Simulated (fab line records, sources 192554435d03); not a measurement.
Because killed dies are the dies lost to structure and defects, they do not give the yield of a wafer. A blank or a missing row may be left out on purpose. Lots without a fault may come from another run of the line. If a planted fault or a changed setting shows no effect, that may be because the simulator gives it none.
Matching of chambers	flow n5Finfet	N5_FIN_CUT_DESCUM_13 on rieDiel-02: 4 sister chambers
The step chemistry O2, time 7 s. 8 wafers are shown with their chamber, then 7 later ones without.

== WAFERS PAIRED WITH THEIR CHAMBERS ==
wafer	chamber	showerheadPlenumPTorr (Torr)	throttleValvePct (%)
L076.3	1	2.09	20.89
L077.5	3	2.15	20.42
L077.6	2	2.04	20.36
L081.1	3	2.15	20.45
L081.3	1	2.08	20.90
L081.6	0	1.95	20.69
L082.1	2	2.04	20.39
L082.3	0	1.95	20.68

== WAFERS WITHOUT THEIR CHAMBER ==
wafer	showerheadPlenumPTorr (Torr)	throttleValvePct (%)
L082.4	2.14	20.43
L089.1	2.03	20.40
L089.2	2.08	20.93
L089.3	1.94	20.72
L096.4	2.08	20.96
L096.5	1.94	20.75
L096.6	2.03	20.40

== THE CHAMBER EACH PASSED THROUGH ==
wafer	from the rows above	in truth
L082.4	3	3
L089.1	2	2
L089.2	1	1
L089.3	0	0
L096.4	1	1
L096.5	0	0
L096.6	2	2
Correct placement for 7 of the 7. Number that these rows cannot place: 0. Number placed wrongly: 0.
How it was worked out, from the rows above alone: a wafer's distance from a chamber is the root of the sum, over the readings, of the square of ((its reading less the chamber's mean) divided by the reading's scatter). The wafer belongs to the nearest chamber; if the next one is less than 2 further off, it can't be placed. For every chamber, the mean is computed from those of its wafers that are shown. The scatter: the root of (the sum of the squares of (reading less its chamber's mean) over the shown wafers, divided by (wafers less chambers)).
